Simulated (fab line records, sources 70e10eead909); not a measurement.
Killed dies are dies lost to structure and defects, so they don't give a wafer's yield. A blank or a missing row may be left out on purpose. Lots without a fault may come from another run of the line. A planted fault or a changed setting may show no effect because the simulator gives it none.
Which tool did it? | flow nand_harc | 10 lots, 30 wafers sampled, at 5 steps of a route of 1302

WHAT THE GAUGES READ, wafer by wafer
NHARC_A_CHANNEL_HOLE_D1_INSPECT_12.
lot  | measured     | on                | raw_defect_count
L746 | day 8 13:30  | defect_inspect-01 | 7 5 6
L747 | day 8 19:49  | defect_inspect-02 | 3 8 3
L752 | day 10 23:47 | defect_inspect-02 | 4 5 3
L756 | day 12 19:18 | defect_inspect-02 | 3 0 5
L757 | day 13 08:33 | defect_inspect-02 | 6 7 6
L759 | day 13 22:27 | defect_inspect-01 | 2 9 6
L761 | day 14 11:44 | defect_inspect-01 | 5 6 2
L762 | day 15 10:30 | defect_inspect-01 | 4 6 5
L763 | day 15 10:40 | defect_inspect-02 | 6 6 7
L769 | day 18 09:44 | defect_inspect-01 | 4 7 8

NHARC_END_WLT_00.
lot  | measured     | on        | VT_DECK1_BOTTOM   | VT_DECK1_BOTTOM_INNER | VT_DECK1_MEDIAN_NEAR_BOTTOM | VT_DECK1_MEDIAN_NEAR_BOTTOM_INNER | VT_DECK1_MIDDLE   | VT_DECK1_MIDDLE_INNER | VT_DECK1_TOP      | VT_DECK1_TOP_INNER | VT_DECK2_BOTTOM   | VT_DECK2_BOTTOM_INNER | VT_DECK2_MEDIAN_NEAR_BOTTOM | VT_DECK2_MEDIAN_NEAR_BOTTOM_INNER | VT_DECK2_MIDDLE   | VT_DECK2_MIDDLE_INNER | VT_DECK2_TOP      | VT_DECK2_TOP_INNER
L746 | day 24 09:55 | prober-01 | 0.884 0.872 0.874 | 0.879 0.867 0.878     | 0.881 0.866 0.873           | 0.889 0.868 0.873                 | 0.897 0.880 0.889 | 0.890 0.880 0.877     | 0.898 0.899 0.898 | 0.901 0.894 0.896  | 0.865 0.871 0.874 | 0.871 0.872 0.868     | 0.871 0.863 0.878           | 0.872 0.861 0.877                 | 0.886 0.877 0.884 | 0.884 0.883 0.872     | 0.899 0.893 0.891 | 0.889 0.892 0.885
L747 | day 24 09:56 | prober-02 | 0.867 0.883 0.878 | 0.874 0.872 0.873     | 0.886 0.876 0.872           | 0.874 0.879 0.869                 | 0.885 0.886 0.886 | 0.895 0.889 0.889     | 0.897 0.903 0.914 | 0.897 0.905 0.897  | 0.876 0.880 0.880 | 0.872 0.874 0.878     | 0.869 0.888 0.881           | 0.874 0.873 0.881                 | 0.896 0.882 0.893 | 0.893 0.899 0.892     | 0.901 0.907 0.900 | 0.902 0.899 0.905
L752 | day 26 21:16 | prober-02 | 0.869 0.861 0.863 | 0.858 0.865 0.864     | 0.863 0.870 0.861           | 0.867 0.870 0.849                 | 0.876 0.880 0.879 | 0.872 0.878 0.874     | 0.898 0.888 0.899 | 0.885 0.882 0.890  | 0.866 0.871 0.866 | 0.864 0.864 0.876     | 0.871 0.867 0.867           | 0.873 0.867 0.871                 | 0.881 0.880 0.878 | 0.879 0.874 0.881     | 0.891 0.894 0.891 | 0.893 0.888 0.892
L756 | day 29 08:33 | prober-01 | 0.870 0.867 0.873 | 0.866 0.865 0.873     | 0.866 0.864 0.871           | 0.872 0.872 0.883                 | 0.887 0.888 0.879 | 0.888 0.893 0.880     | 0.901 0.897 0.894 | 0.889 0.897 0.897  | 0.871 0.862 0.877 | 0.863 0.867 0.875     | 0.869 0.871 0.871           | 0.869 0.866 0.876                 | 0.876 0.882 0.877 | 0.882 0.879 0.883     | 0.892 0.895 0.896 | 0.892 0.889 0.896
L757 | day 29 00:47 | prober-02 | 0.875 0.869 0.876 | 0.875 0.874 0.877     | 0.868 0.874 0.879           | 0.880 0.873 0.878                 | 0.885 0.877 0.884 | 0.885 0.885 0.890     | 0.892 0.898 0.895 | 0.908 0.898 0.895  | 0.865 0.860 0.865 | 0.869 0.865 0.861     | 0.865 0.872 0.857           | 0.865 0.877 0.863                 | 0.883 0.879 0.871 | 0.865 0.884 0.873     | 0.888 0.882 0.878 | 0.879 0.887 0.887
L759 | day 29 17:27 | prober-01 | 0.876 0.872 0.878 | 0.872 0.888 0.866     | 0.869 0.872 0.875           | 0.867 0.881 0.876                 | 0.879 0.889 0.886 | 0.888 0.886 0.880     | 0.905 0.901 0.900 | 0.906 0.899 0.901  | 0.859 0.861 0.870 | 0.859 0.859 0.865     | 0.853 0.856 0.860           | 0.865 0.865 0.859                 | 0.893 0.877 0.872 | 0.887 0.877 0.869     | 0.883 0.892 0.881 | 0.879 0.886 0.882
L761 | day 30 08:14 | prober-02 | 0.880 0.878 0.876 | 0.875 0.878 0.877     | 0.878 0.878 0.875           | 0.885 0.881 0.874                 | 0.885 0.885 0.887 | 0.889 0.883 0.892     | 0.901 0.899 0.916 | 0.895 0.898 0.906  | 0.865 0.868 0.866 | 0.865 0.864 0.877     | 0.863 0.876 0.869           | 0.867 0.878 0.878                 | 0.886 0.891 0.883 | 0.897 0.885 0.888     | 0.897 0.897 0.891 | 0.892 0.903 0.888
L762 | day 31 18:10 | prober-01 | 0.851 0.843 0.847 | 0.851 0.845 0.842     | 0.847 0.847 0.844           | 0.842 0.845 0.838                 | 0.861 0.854 0.853 | 0.856 0.855 0.851     | 0.863 0.861 0.866 | 0.851 0.859 0.862  | 0.871 0.874 0.866 | 0.870 0.865 0.866     | 0.865 0.865 0.871           | 0.873 0.865 0.868                 | 0.877 0.882 0.887 | 0.887 0.891 0.888     | 0.895 0.901 0.900 | 0.898 0.891 0.897
L763 | day 30 22:12 | prober-02 | 0.855 0.846 0.851 | 0.845 0.857 0.850     | 0.857 0.849 0.855           | 0.856 0.846 0.858                 | 0.855 0.867 0.859 | 0.867 0.864 0.849     | 0.865 0.876 0.880 | 0.868 0.879 0.868  | 0.879 0.886 0.877 | 0.875 0.874 0.876     | 0.876 0.881 0.869           | 0.882 0.879 0.874                 | 0.894 0.891 0.885 | 0.898 0.888 0.891     | 0.905 0.908 0.899 | 0.904 0.909 0.898
L769 | day 33 21:09 | prober-01 | 0.872 0.871 0.878 | 0.866 0.873 0.891     | 0.876 0.875 0.888           | 0.872 0.881 0.893                 | 0.891 0.884 0.890 | 0.887 0.897 0.888     | 0.898 0.902 0.912 | 0.904 0.901 0.898  | 0.872 0.874 0.873 | 0.871 0.876 0.871     | 0.888 0.878 0.874           | 0.877 0.870 0.880                 | 0.890 0.884 0.883 | 0.883 0.892 0.883     | 0.891 0.893 0.892 | 0.901 0.897 0.899

WHICH TOOL RAN EACH LOT (tool, then ch and the chambers of the sampled wafers, then the start)
lot  | NHARC_A_CHANNEL_HOLE_D1_ETCH_38    | NHARC_A_CHANNEL_FILL_D1_ALD_02   | NHARC_A_CHANNEL_FILL_D1_ALD_16
L746 | rie_diel-12 ch 0,3, day 8 13:39    | ald_hk-04 ch 0,1,3, day 8 23:22  | ald_hk-03 ch 1,2, day 9 11:41
L747 | rie_diel-12 ch 1,2, day 8 19:58    | ald_hk-03 ch 0,2,3, day 9 03:06  | ald_hk-04 ch 1,2, day 9 15:08
L752 | rie_diel-12 ch 2,3, day 10 23:56   | ald_hk-01 ch 0,1,2, day 11 08:06 | ald_hk-01 ch 1,3, day 11 20:26
L756 | rie_diel-12 ch 0,1,2, day 12 19:27 | ald_hk-03 ch 0,2,3, day 13 02:31 | ald_hk-03 ch 0,3, day 13 15:10
L757 | rie_diel-05 ch 1,3, day 13 08:42   | ald_hk-03 ch 1,2, day 13 15:43   | ald_hk-03 ch 1,3, day 14 03:22
L759 | rie_diel-12 ch 2,3, day 13 22:35   | ald_hk-03 ch 1,2, day 14 05:33   | ald_hk-01 ch 1,2, day 14 17:43
L761 | rie_diel-12 ch 0,1,2, day 14 11:54 | ald_hk-01 ch 0,1,2, day 14 19:04 | ald_hk-03 ch 0,2,3, day 15 07:05
L762 | rie_diel-12 ch 0,1,3, day 15 10:39 | ald_hk-03 ch 1,2,3, day 15 17:53 | ald_hk-04 ch 0,1,2, day 16 05:58
L763 | rie_diel-12 ch 1,2,3, day 15 10:55 | ald_hk-03 ch 0,1,2, day 15 18:33 | ald_hk-03 ch 0,1,3, day 16 05:57
L769 | rie_diel-12 ch 0,1,2, day 18 09:53 | ald_hk-04 ch 0,1,3, day 18 16:53 | ald_hk-03 ch 0,1,2, day 19 05:59
- NHARC_A_CHANNEL_HOLE_D1_ETCH_38: etches the open film in CF4, target depth 39 nm, time 65 s.
- NHARC_A_CHANNEL_FILL_D1_ALD_02: deposits SiO2, target thk 6 nm, pulse time 10 s, ald cycles 60.
- NHARC_A_CHANNEL_FILL_D1_ALD_16: deposits SiO2, target thk 1.5 nm, pulse time 10 s, ald cycles 15.

WHAT THE TOOLS THEMSELVES READ (means of the sampled wafers that have a number; where no wafer has one, the mark that the record gives instead)
NHARC_A_CHANNEL_HOLE_D1_ETCH_38.
lot  | tool        | drypump_motor_current_A (A) | oes_product_au (a.u.) | rf_vpp_V (V) | showerhead_plenum_p_Torr (Torr) | throttle_valve_pct (%)
L746 | rie_diel-12 | 6.3                         | 0.998                 | 152.5        | 1.79                            | 13.285
L747 | rie_diel-12 | 5.3                         | 1.001                 | 150.2        | 1.74                            | 13.279
L752 | rie_diel-12 | 5.9                         | 0.991                 | 151.2        | 1.72                            | 13.286
L756 | rie_diel-12 | 5.8                         | 0.995                 | 151.0        | 1.77                            | 13.287
L757 | rie_diel-05 | 5.5                         | 1.010                 | 150.3        | 1.71                            | 13.297
L759 | rie_diel-12 | 5.8                         | 0.991                 | 151.4        | 1.73                            | 13.271
L761 | rie_diel-12 | 5.8                         | 0.996                 | 152.3        | 1.77                            | 13.285
L762 | rie_diel-12 | 5.9                         | 0.997                 | 151.1        | 1.77                            | 13.281
L763 | rie_diel-12 | 5.6                         | 1.000                 | 151.2        | 1.73                            | 13.277
L769 | rie_diel-12 | 5.8                         | 1.001                 | 151.2        | 1.77                            | 13.286

NHARC_A_CHANNEL_FILL_D1_ALD_02.
lot  | tool      | heater_power_w (W) | precursor_pulse_height_rel
L746 | ald_hk-04 | 502                | 1.004
L747 | ald_hk-03 | 531                | 0.991
L752 | ald_hk-01 | 507                | 0.978
L756 | ald_hk-03 | 507                | 1.000
L757 | ald_hk-03 | 490                | 0.979
L759 | ald_hk-03 | 488                | 1.013
L761 | ald_hk-01 | 508                | 1.002
L762 | ald_hk-03 | 521                | 0.989
L763 | ald_hk-03 | 489                | 0.995
L769 | ald_hk-04 | 498                | 0.994

NHARC_A_CHANNEL_FILL_D1_ALD_16.
lot  | tool      | heater_power_w (W) | precursor_pulse_height_rel
L746 | ald_hk-03 | 498                | 0.996
L747 | ald_hk-04 | 484                | 1.014
L752 | ald_hk-01 | 438                | 0.999
L756 | ald_hk-03 | 536                | 1.003
L757 | ald_hk-03 | 516                | 1.008
L759 | ald_hk-01 | 502                | 1.006
L761 | ald_hk-03 | 518                | 1.009
L762 | ald_hk-04 | 479                | 1.021
L763 | ald_hk-03 | 519                | 0.993
L769 | ald_hk-03 | 480                | 0.999

THE ANSWER, worked out from the rows above alone
Rule: what is usual is taken from the lots themselves. Put in order of their means at a reading, lots are off if they are a third of the lots or fewer, leave a main group of 4 or more, and stand apart from it by a gap of 3 or more times the standard deviation of the main group's means; of several such gaps the widest counts. A main group whose means are all the same, to the digits that the tables above print for the reading, isn't used. A lot without any number at a reading at which 4 lots or more have one is off too. The other lots that the step has rows for count as sound. The gauges are gone through in route order, then the tools' own readings, and for those a lot's mean is taken as printed above. The first step at which some lot is off is used, and at that step the reading that is off furthest; a lot without a number counts as furthest.
Off: L762, L763, at NHARC_END_WLT_00 (VT_DECK1_MIDDLE). The main group: mean 0.885, standard deviation 0.0031.
A tool fits if, at a process step before that reading, it ran every lot that is off, and no sound lot after the first of them. The gauges at NHARC_END_WLT_00 are tried like those tools. One fits: ald_hk-03 at NHARC_A_CHANNEL_FILL_D1_ALD_02. Its last sound lot is L759 (day 14 05:33), its first lot that is off L762 (day 15 17:53): a fault that began between those two fits.

WHAT THE SIMULATOR HAD PUT IN
Process parameter drift: ald_hk-03, from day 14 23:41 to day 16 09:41, at NHARC_A_CHANNEL_FILL_D1_ALD_02. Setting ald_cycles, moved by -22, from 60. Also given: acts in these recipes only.
Lots struck among those shown: L762, L763. The rule above found the same.
